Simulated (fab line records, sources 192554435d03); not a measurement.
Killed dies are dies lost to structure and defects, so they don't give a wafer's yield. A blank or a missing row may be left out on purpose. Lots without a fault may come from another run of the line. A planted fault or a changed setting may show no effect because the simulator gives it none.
Split-lot experiment | flow n5_finfet | 7 lots, 39 wafers read, on a route of 1938 steps

THE SPLIT
At N5_BEOL_M14_ETCH_68 (etches SOC in N2/H2, time 450 s), the setting time_s was moved away from the recipe's 450 s on 15 of the 39 wafers read, by -36.7% to +33.1%. The other wafers ran this setting at the recipe's value.

The reading is taken at the split's own step.

THE READING
SiARC_of_BEOL_M14_COAT_66.thk_nm (the simulator's own value, which no gauge read), in nm, at N5_BEOL_M14_ETCH_68 (etches SOC in N2/H2, time 450 s). The file gives no usual value for it. The 24 wafers here that ran the recipe average 65.1 nm, standard deviation 0.46 nm.

wafer  | tool, chamber at the split | time_s as run, s | against the recipe | SiARC_of_BEOL_M14_COAT_66.thk_nm, nm | against lot-mates on the recipe
L077.1 | rie_diel-01, 0,2           | 551.7            | +22.6%             | 53.8                                 | -11.0
L077.3 | rie_diel-01, 0,2           | 551.7            | +22.6%             | 53.8                                 | -11.0
L077.2 | rie_diel-01, 3,1           | 450              | recipe             | 65                                   | -
L077.4 | rie_diel-01, 3,1           | 450              | recipe             | 65                                   | -
L077.5 | rie_diel-01, 1             | 551.7            | +22.6%             | 54.4                                 | -10.4
L077.6 | rie_diel-01, 0             | 450              | recipe             | 64.4                                 | -
L080.1 | rie_diel-05, 0             | 574              | +27.6%             | 53                                   | -12.7
L080.2 | rie_diel-05, 2             | 450              | recipe             | 66                                   | -
L080.3 | rie_diel-05, 3             | 450              | recipe             | 65.2                                 | -
L080.4 | rie_diel-05, 1             | 574              | +27.6%             | 53.8                                 | -11.9
L080.5 | rie_diel-05, 2             | 574              | +27.6%             | 53.6                                 | -12.1
L080.6 | rie_diel-05, 1             | 450              | recipe             | 65.8                                 | -
L082.1 | rie_diel-04, 3             | 450              | recipe             | 64.4                                 | -
L082.5 | rie_diel-04, 3             | 450              | recipe             | 64.4                                 | -
L082.2 | rie_diel-04, 2             | 450              | recipe             | 65.2                                 | -
L082.6 | rie_diel-04, 2             | 450              | recipe             | 65.2                                 | -
L082.3 | rie_diel-04, 1             | 450              | recipe             | 65.8                                 | -
L082.4 | rie_diel-04, 1             | 450              | recipe             | 66                                   | -
L084.3 | rie_diel-01, 0,3           | 450              | recipe             | 64.8                                 | -
L084.6 | rie_diel-01, 0,3           | 450              | recipe             | 64.8                                 | -
L084.4 | rie_diel-01, 3             | 450              | recipe             | 65                                   | -
L088.1 | rie_diel-05, 1             | 450              | recipe             | 65.2                                 | -
L088.2 | rie_diel-05, 2             | 450              | recipe             | 64.6                                 | -
L088.3 | rie_diel-05, 0             | 529.9            | +17.8%             | 58.4                                 | -6.5
L088.5 | rie_diel-05, 0             | 529.9            | +17.8%             | 58.4                                 | -6.5
L088.4 | rie_diel-05, 1             | 450              | recipe             | 64.8                                 | -
L088.6 | rie_diel-05, 2             | 529.9            | +17.8%             | 56.8                                 | -8.1
L089.1 | rie_diel-01, 2             | 450              | recipe             | 65.2                                 | -
L089.2 | rie_diel-01, 1             | 599.1            | +33.1%             | 50.4                                 | -14.8
L089.3 | rie_diel-01, 3             | 599.1            | +33.1%             | 50.2                                 | -15.0
L089.4 | rie_diel-01, 0             | 450              | recipe             | 65                                   | -
L089.5 | rie_diel-01, 0             | 599.1            | +33.1%             | 50                                   | -15.2
L089.6 | rie_diel-01, 1             | 450              | recipe             | 65.4                                 | -
L095.1 | rie_diel-04, 3             | 450              | recipe             | 65                                   | -
L095.2 | rie_diel-04, 2             | 450              | recipe             | 65.2                                 | -
L095.3 | rie_diel-04, 1             | 284.7            | -36.7%             | 82.6                                 | +17.7
L095.4 | rie_diel-04, 0             | 284.7            | -36.7%             | 81                                   | +16.1
L095.5 | rie_diel-04, 3             | 450              | recipe             | 64.6                                 | -
L095.6 | rie_diel-04, 2             | 284.7            | -36.7%             | 81.8                                 | +16.9
Where a row lists several chambers, the file gives one row for several wafers and doesn't say which wafer went through which chamber.

THE FIT
A straight line over all 39 wafers: SiARC_of_BEOL_M14_COAT_66.thk_nm changes by -0.449 nm for each +1% of time_s; r = -1.00; the points scatter about the line by 0.63 nm.
The same after taking each lot's own level away (the mean of its wafers on the recipe; 39 wafers): -0.453 nm for each +1%; r = -1.00; scatter 0.55 nm.
On that fit, the largest move of time_s shifts the reading by 17 nm.
The lots' own levels span 64.80 to 65.67 nm, that is 1.9 times the standard deviation above.
So the lot-to-lot level changes the slope little: the two slopes agree.
Check: with one of the wafers moved furthest among these (-36.7%) left out of the fit, the line predicts +16.5 nm for it against its lot-mates. It came out at +17.7 nm against them.

OTHER SPLITS ON THESE WAFERS
These wafers also went through other splits before the reading. Each is held against what the fit with the lots' levels taken away leaves over:
other split on the same wafers     | wafers away from the commonest value | r with SiARC_of_BEOL_M14_COAT_66.thk_nm (lot level and that fit taken away)
N5_SD_EPI_P_EPI_21 time_s          | 18                                   | +0.20
N5_HKMG_FIN_NWFM_ALD_20 ald_cycles | 12                                   | -0.33
N5_BEOL_M4_HM_DEP_02 target_thk_a  | 18                                   | -0.04
N5_BEOL_M6_ETCH_62 time_s          | 15                                   | +0.15
N5_BEOL_M8_DEP_56 time_s           | 12                                   | -0.09

THE FILE'S OWN FIT
SiARC_of_BEOL_M14_COAT_66.thk_nm changes by -0.452 nm for each +1% of time_s, r = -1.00.
